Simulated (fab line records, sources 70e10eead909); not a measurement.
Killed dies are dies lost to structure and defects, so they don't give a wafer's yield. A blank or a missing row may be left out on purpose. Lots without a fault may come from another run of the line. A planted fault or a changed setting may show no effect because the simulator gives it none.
Which tool did it? | flow nand_harc | 24 lots, 72 wafers sampled, at 5 steps of a route of 1159

WHAT THE GAUGES READ, wafer by wafer
NHARC_P_M2_INSPECT_27.
lot  | measured     | on                | raw_defect_count
L074 | day 5 21:22  | defect_inspect-02 | 348 479 455
L075 | day 6 06:45  | defect_inspect-02 | 163 306 175
L076 | day 7 03:20  | defect_inspect-01 | 404 360 207
L077 | day 7 04:46  | defect_inspect-01 | 333 320 529
L079 | day 7 05:26  | defect_inspect-01 | 182 207 233
L078 | day 7 12:21  | defect_inspect-01 | 159 133 266
L081 | day 8 02:25  | defect_inspect-01 | 372 292 279
L080 | day 8 02:49  | defect_inspect-01 | 645 268 458
L082 | day 8 13:05  | defect_inspect-02 | 297 335 495
L083 | day 8 19:03  | defect_inspect-01 | 280 202 319
L084 | day 9 00:52  | defect_inspect-02 | 320 285 365
L087 | day 10 05:53 | defect_inspect-02 | 225 271 318
L086 | day 10 06:13 | defect_inspect-02 | 448 292 415
L085 | day 10 07:07 | defect_inspect-01 | 274 344 321
L088 | day 10 07:50 | defect_inspect-01 | 314 333 175
L089 | day 10 10:45 | defect_inspect-02 | 181 273 190
L090 | day 10 14:39 | defect_inspect-02 | 281 238 377
L092 | day 10 16:49 | defect_inspect-01 | 215 216 212
L091 | day 10 17:56 | defect_inspect-01 | 262 205 361
L094 | day 10 23:56 | defect_inspect-02 | 465 384 458
L093 | day 11 00:31 | defect_inspect-02 | 198 188 246
L095 | day 11 17:04 | defect_inspect-01 | 308 385 327
L096 | day 11 17:32 | defect_inspect-02 | 325 240 413
L097 | day 12 02:51 | defect_inspect-02 | 334 490 306

NHARC_A_CHANNEL_HOLE_D1_OVL_MEAS_11.
lot  | measured     | on         | overlay_x_nm (nm) | overlay_y_nm (nm)
L074 | day 8 05:00  | overlay-02 | -1.0 -0.5 -0.1    | 1.2 1.2 1.3
L075 | day 8 04:47  | overlay-01 | 0.3 -0.3 -0.2     | 1.4 0.9 0.9
L076 | day 9 02:08  | overlay-01 | -0.1 0.2 -0.3     | -1.3 -1.2 -1.7
L077 | day 9 01:07  | overlay-01 | 0.1 0.2 0.2       | -1.5 -1.8 -1.0
L079 | day 9 00:58  | overlay-01 | 0.9 0.7 1.5       | -1.1 -0.9 -1.4
L078 | day 9 09:27  | overlay-02 | -0.7 -0.3 -0.6    | -0.4 0.0 -0.7
L081 | day 10 00:02 | overlay-01 | 0.6 0.3 0.0       | 0.6 0.5 -0.3
L080 | day 10 00:29 | overlay-01 | 0.0 -0.4 0.6      | 0.1 0.4 0.1
L082 | day 10 11:04 | overlay-01 | -1.0 -1.1 -0.1    | -0.2 -0.4 0.1
L083 | day 10 15:22 | overlay-01 | -0.3 -0.1 -0.1    | -0.9 -0.8 -0.9
L084 | day 10 20:26 | overlay-01 | 0.6 1.0 0.3       | -2.9 -2.6 -2.6
L087 | day 12 04:28 | overlay-01 | 1.6 1.0 1.0       | 0.4 -0.2 0.1
L086 | day 12 04:17 | overlay-02 | 0.3 0.2 -0.2      | -0.7 -0.8 -0.6
L085 | day 12 02:35 | overlay-02 | 0.3 0.2 0.3       | -0.4 -0.1 -1.0
L088 | day 12 02:17 | overlay-01 | -0.1 -0.4 -0.3    | 0.0 0.4 0.3
L089 | day 12 16:52 | overlay-01 | 0.6 0.3 -0.3      | 0.2 0.4 0.4
L090 | day 12 15:25 | overlay-02 | -0.8 -0.4 -0.6    | 0.1 0.4 0.1
L092 | day 12 16:43 | overlay-02 | -1.2 -1.3 -1.1    | 1.0 2.0 1.6
L091 | day 12 14:54 | overlay-02 | -0.2 0.4 -0.3     | 0.2 0.2 -0.1
L094 | day 12 22:17 | overlay-02 | 0.8 0.4 0.6       | 0.8 1.1 0.9
L093 | day 12 23:00 | overlay-01 | -1.0 -0.5 -0.9    | 0.4 0.3 0.8
L095 | day 13 15:23 | overlay-02 | 0.1 0.4 0.2       | 0.4 0.4 0.6
L096 | day 13 16:54 | overlay-02 | -0.7 -0.3 -0.6    | 1.8 1.5 1.8
L097 | day 14 01:15 | overlay-02 | 1.3 0.8 1.2       | -1.7 -2.1 -1.7

WHICH TOOL RAN EACH LOT (tool, then ch and the chambers of the sampled wafers, then the start)
lot  | NHARC_P_M2_PRE_CLEAN_30                 | NHARC_P_M2_PVD_20                       | NHARC_P_M2_PRE_CLEAN_32
L074 | pvd_sputter-03, day 5 21:22 or earlier  | pvd_sputter-03, day 5 21:22 or earlier  | pecvd-02 ch 1,2, day 5 21:26
L075 | pvd_sputter-01, day 6 06:45 or earlier  | pvd_sputter-01, day 6 06:45 or earlier  | pecvd-01 ch 0,1,2, day 6 06:49
L076 | pvd_sputter-03, day 7 03:20 or earlier  | pvd_sputter-03, day 7 03:20 or earlier  | pecvd-03 ch 0,1,2, day 7 03:25
L077 | pvd_sputter-01, day 7 04:46 or earlier  | pvd_sputter-01, day 7 04:46 or earlier  | pecvd-01 ch 0,1,2, day 7 04:50
L079 | pvd_sputter-01, day 7 05:26 or earlier  | pvd_sputter-01, day 7 05:26 or earlier  | pecvd-03 ch 0,1, day 7 05:38
L078 | pvd_sputter-03, day 7 12:21 or earlier  | pvd_sputter-03, day 7 12:21 or earlier  | pecvd-01 ch 1,2, day 7 12:26
L081 | pvd_sputter-01, day 8 02:25 or earlier  | pvd_sputter-01, day 8 02:25 or earlier  | pecvd-03 ch 0,1,2, day 8 02:30
L080 | pvd_sputter-02, day 8 02:49 or earlier  | pvd_sputter-02, day 8 02:49 or earlier  | pecvd-02 ch 0,1, day 8 02:53
L082 | pvd_sputter-01, day 8 13:05 or earlier  | pvd_sputter-01, day 8 13:05 or earlier  | pecvd-03 ch 0,1,2, day 8 13:10
L083 | pvd_sputter-01, day 8 19:03 or earlier  | pvd_sputter-01, day 8 19:03 or earlier  | pecvd-02 ch 0,1, day 8 19:07
L084 | pvd_sputter-03, day 9 00:52 or earlier  | pvd_sputter-03, day 9 00:52 or earlier  | pecvd-03 ch 0,1,2, day 9 00:57
L087 | pvd_sputter-03, day 10 05:53 or earlier | pvd_sputter-03, day 10 05:53 or earlier | pecvd-03 ch 0,1,2, day 10 05:57
L086 | pvd_sputter-03, day 10 06:13 or earlier | pvd_sputter-03, day 10 06:13 or earlier | pecvd-03 ch 0,1, day 10 06:17
L085 | pvd_sputter-03, day 10 07:07 or earlier | pvd_sputter-03, day 10 07:07 or earlier | pecvd-01 ch 0,1, day 10 07:12
L088 | pvd_sputter-01, day 10 07:50 or earlier | pvd_sputter-01, day 10 07:50 or earlier | pecvd-01 ch 1,2, day 10 07:55
L089 | pvd_sputter-03, day 10 10:45 or earlier | pvd_sputter-03, day 10 10:45 or earlier | pecvd-03 ch 0,1,2, day 10 10:49
L090 | pvd_sputter-02, day 10 14:39 or earlier | pvd_sputter-02, day 10 14:39 or earlier | pecvd-02 ch 0,2, day 10 14:43
L092 | pvd_sputter-01, day 10 16:49 or earlier | pvd_sputter-01, day 10 16:49 or earlier | pecvd-03 ch 0,2, day 10 16:53
L091 | pvd_sputter-02, day 10 17:56 or earlier | pvd_sputter-02, day 10 17:56 or earlier | pecvd-03 ch 0,1,2, day 10 18:02
L094 | pvd_sputter-03, day 10 23:56 or earlier | pvd_sputter-03, day 10 23:56 or earlier | pecvd-03 ch 0,1,2, day 11 00:01
L093 | pvd_sputter-02, day 11 00:31 or earlier | pvd_sputter-02, day 11 00:31 or earlier | pecvd-03 ch 0,1, day 11 01:07
L095 | pvd_sputter-03, day 11 17:04 or earlier | pvd_sputter-03, day 11 17:04 or earlier | pecvd-01 ch 0,1, day 11 17:10
L096 | pvd_sputter-02, day 11 17:32 or earlier | pvd_sputter-02, day 11 17:32 or earlier | pecvd-02 ch 0,1,2, day 11 17:36
L097 | pvd_sputter-02, day 12 02:51 or earlier | pvd_sputter-02, day 12 02:51 or earlier | pecvd-01 ch 0,1,2, day 12 02:55
- NHARC_P_M2_PRE_CLEAN_30: time 30 s.
- NHARC_P_M2_PVD_20: deposits TaN, target thk 5 nm, time 8.06 s.
- NHARC_P_M2_PRE_CLEAN_32: time 12 s.

WHAT THE TOOLS THEMSELVES READ (means of the sampled wafers that have a number; where no wafer has one, the mark that the record gives instead)
NHARC_P_M2_PRE_CLEAN_30.
lot  | tool           | heater_power_w (W)
L074 | pvd_sputter-03 | 394
L075 | pvd_sputter-01 | 401
L076 | pvd_sputter-03 | 437
L077 | pvd_sputter-01 | 400
L079 | pvd_sputter-01 | 445
L078 | pvd_sputter-03 | 370
L081 | pvd_sputter-01 | 438
L080 | pvd_sputter-02 | 408
L082 | pvd_sputter-01 | 404
L083 | pvd_sputter-01 | 366
L084 | pvd_sputter-03 | 407
L087 | pvd_sputter-03 | 374
L086 | pvd_sputter-03 | 375
L085 | pvd_sputter-03 | 417
L088 | pvd_sputter-01 | 412
L089 | pvd_sputter-03 | 346
L090 | pvd_sputter-02 | 393
L092 | pvd_sputter-01 | 409
L091 | pvd_sputter-02 | 435
L094 | pvd_sputter-03 | 400
L093 | pvd_sputter-02 | 391
L095 | pvd_sputter-03 | 379
L096 | pvd_sputter-02 | 427
L097 | pvd_sputter-02 | 401

NHARC_P_M2_PVD_20.
lot  | tool           | throttle_valve_pct (%)
L074 | pvd_sputter-03 | 29.9
L075 | pvd_sputter-01 | 29.4
L076 | pvd_sputter-03 | 30.1
L077 | pvd_sputter-01 | 29.9
L079 | pvd_sputter-01 | 29.9
L078 | pvd_sputter-03 | 30.1
L081 | pvd_sputter-01 | 29.9
L080 | pvd_sputter-02 | 29.9
L082 | pvd_sputter-01 | 30.0
L083 | pvd_sputter-01 | 30.5
L084 | pvd_sputter-03 | 30.3
L087 | pvd_sputter-03 | 30.2
L086 | pvd_sputter-03 | 29.6
L085 | pvd_sputter-03 | 29.4
L088 | pvd_sputter-01 | 30.0
L089 | pvd_sputter-03 | 29.9
L090 | pvd_sputter-02 | 29.1
L092 | pvd_sputter-01 | 30.5
L091 | pvd_sputter-02 | 29.8
L094 | pvd_sputter-03 | 29.8
L093 | pvd_sputter-02 | 29.8
L095 | pvd_sputter-03 | 29.4
L096 | pvd_sputter-02 | 29.1
L097 | pvd_sputter-02 | 29.7

NHARC_P_M2_PRE_CLEAN_32.
lot  | tool     | heater_power_w (W)
L074 | pecvd-02 | 659
L075 | pecvd-01 | 597
L076 | pecvd-03 | 628
L077 | pecvd-01 | 600
L079 | pecvd-03 | 573
L078 | pecvd-01 | 645
L081 | pecvd-03 | 619
L080 | pecvd-02 | 596
L082 | pecvd-03 | 632
L083 | pecvd-02 | 654
L084 | pecvd-03 | 619
L087 | pecvd-03 | 663
L086 | pecvd-03 | 620
L085 | pecvd-01 | 562
L088 | pecvd-01 | 647
L089 | pecvd-03 | 631
L090 | pecvd-02 | 655
L092 | pecvd-03 | 573
L091 | pecvd-03 | 606
L094 | pecvd-03 | 627
L093 | pecvd-03 | 588
L095 | pecvd-01 | 559
L096 | pecvd-02 | 655
L097 | pecvd-01 | 605

THE ANSWER, worked out from the rows above alone
Rule: what is usual is taken from the lots themselves. Put in order of their means at a reading, lots are off if they are a third of the lots or fewer, leave a main group of 4 or more, and stand apart from it by a gap of 3 or more times the standard deviation of the main group's means; of several such gaps the widest counts. A main group whose means are all the same, to the digits that the tables above print for the reading, isn't used. A lot without any number at a reading at which 4 lots or more have one is off too. The other lots that the step has rows for count as sound. The gauges are gone through in route order, then the tools' own readings, and for those a lot's mean is taken as printed above. The first step at which some lot is off is used, and at that step the reading that is off furthest; a lot without a number counts as furthest.
No lot is off at any reading shown: from this, nothing can be told.

WHAT THE SIMULATOR HAD PUT IN
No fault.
